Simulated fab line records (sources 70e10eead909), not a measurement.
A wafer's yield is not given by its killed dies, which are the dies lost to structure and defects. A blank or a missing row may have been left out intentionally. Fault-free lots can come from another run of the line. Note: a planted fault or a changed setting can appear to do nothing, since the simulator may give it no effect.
Struck lot and sound lot, side by side -- flow nand_harc -- 13 out of 1302 route steps
Sound: wafers L790.2, L790.3, L790.4. Struck: wafer L800.5 (L800.2, L800.6, from the same lot, were not struck and are left out); the cause is given at the end.
Per side, at each step with rows, come the tool, then ch with its chambers, and then its first start. Under that, the readings that differ: sound wafers -- struck wafers -- difference of the means -- sigmas: that difference in standard deviations of wafers without a fault.
alike: readings with means less than 2 such deviations apart, plus words and numbers identical on both sides. not compared: withheld readings, readings lacking a value on some wafer, bounds such as >300 that could conceal the same value, and numbers that have no deviation in the record and whose values overlap.
Wherever a step has rows on one side only, a row that says differs or no value, or a row with sigmas, the two part there. Non-overlapping numbers with no deviation appear without sigmas and do not part them. Lack of a reading on every wafer of one side parts them only where that side has two or more wafers.

NHARC_A_STAIRCASE_TRIM_16: chemistry O2, time 211.2 s.
  sound on rie_diel-08 ch 0,1,2; struck on rie_diel-07 ch 2
  alike: drypump_motor_current_A, oes_product_au, rf_vpp_V, showerhead_plenum_p_Torr, throttle_valve_pct
  not compared: rf_hours_counter_h
then, 2 steps without rows for these wafers: NHARC_A_STAIRCASE_ETCH_17 (etches the open film in C4F8/O2, target depth 100 nm, time 40.5 s); NHARC_A_STAIRCASE_TRIM_18 (chemistry O2, time 211.2 s).
NHARC_A_STAIRCASE_ETCH_19: etches the open film in C4F8/O2, target depth 100 nm, time 40.5 s.
  sound on rie_diel-08 ch 1,2,3; struck on rie_diel-07 ch 0
  alike: oes_product_au, rf_vpp_V, run_length_s
  not compared: rf_hours_counter_h
then, 1 step without rows for these wafers: NHARC_A_STAIRCASE_TRIM_20 (chemistry O2, time 211.2 s).
NHARC_A_STAIRCASE_ETCH_21: etches the open film in C4F8/O2, target depth 100 nm, time 40.5 s.
  sound on rie_diel-08 ch 1,2,3; struck on rie_diel-07 ch 2
  alike: oes_product_au, rf_vpp_V, run_length_s
  not compared: rf_hours_counter_h
NHARC_A_STAIRCASE_TRIM_22: chemistry O2, time 211.2 s.
  sound on rie_diel-08 ch 0,1,2; struck on rie_diel-07 ch 1
  alike: drypump_motor_current_A, oes_product_au, rf_vpp_V, showerhead_plenum_p_Torr, throttle_valve_pct
  not compared: rf_hours_counter_h
then, 3 steps without rows for these wafers: NHARC_A_STAIRCASE_ETCH_23 (etches the open film in C4F8/O2, target depth 100 nm, time 40.5 s); NHARC_A_STAIRCASE_TRIM_24 (chemistry O2, time 211.2 s); NHARC_A_STAIRCASE_ETCH_25 (etches the open film in C4F8/O2, target depth 100 nm, time 40.5 s).
NHARC_A_STAIRCASE_TRIM_26: chemistry O2, time 211.2 s.
  sound on rie_diel-08 ch 0,1,2; struck on rie_diel-07 ch 3
reading,sound,struck,difference,sigmas
throttle_valve_pct (%),17.033 17.053 17.066,17.021,-0.030,-3
  alike: drypump_motor_current_A, oes_product_au, rf_vpp_V, showerhead_plenum_p_Torr
  not compared: rf_hours_counter_h
NHARC_A_STAIRCASE_ETCH_27: etches the open film in C4F8/O2, target depth 100 nm, time 40.5 s.
  sound on rie_diel-08 ch 0,1,3, day 19 20:50; struck on rie_diel-07 ch 0, day 23 14:17
reading,sound,struck,difference,sigmas
run_length_s (s),61.9 61.5 62.4,48.9,-13.0,-26
  alike: oes_product_au, rf_vpp_V
  not compared: rf_hours_counter_h
-- break in the record here, with 9 days between the starts of the struck wafers on either side (left off in module A_STAIRCASE, picked up again in module END, where the first step shown is number 1302 on the route) --
NHARC_END_SORT_01:
  sound on prober-02 ch 0, day 28 01:23; struck on prober-01 ch 0, day 32 22:26
reading,sound,struck,difference,sigmas
hold,- - -,await_dispo/3.2h/release,no value on the sound wafers,
killed_at_array,62 54 63,670,+610,+29
killed_at_periphery,1 0 1,7,+6,+2
killed_dies,63 54 64,677,+617,+31
  alike: killed_at_other, killed_open, killed_short

== WHERE THEY PART ==
At NHARC_A_STAIRCASE_TRIM_26 first; at NHARC_END_SORT_01 last (within this record only).

WHY: what the simulator had put in
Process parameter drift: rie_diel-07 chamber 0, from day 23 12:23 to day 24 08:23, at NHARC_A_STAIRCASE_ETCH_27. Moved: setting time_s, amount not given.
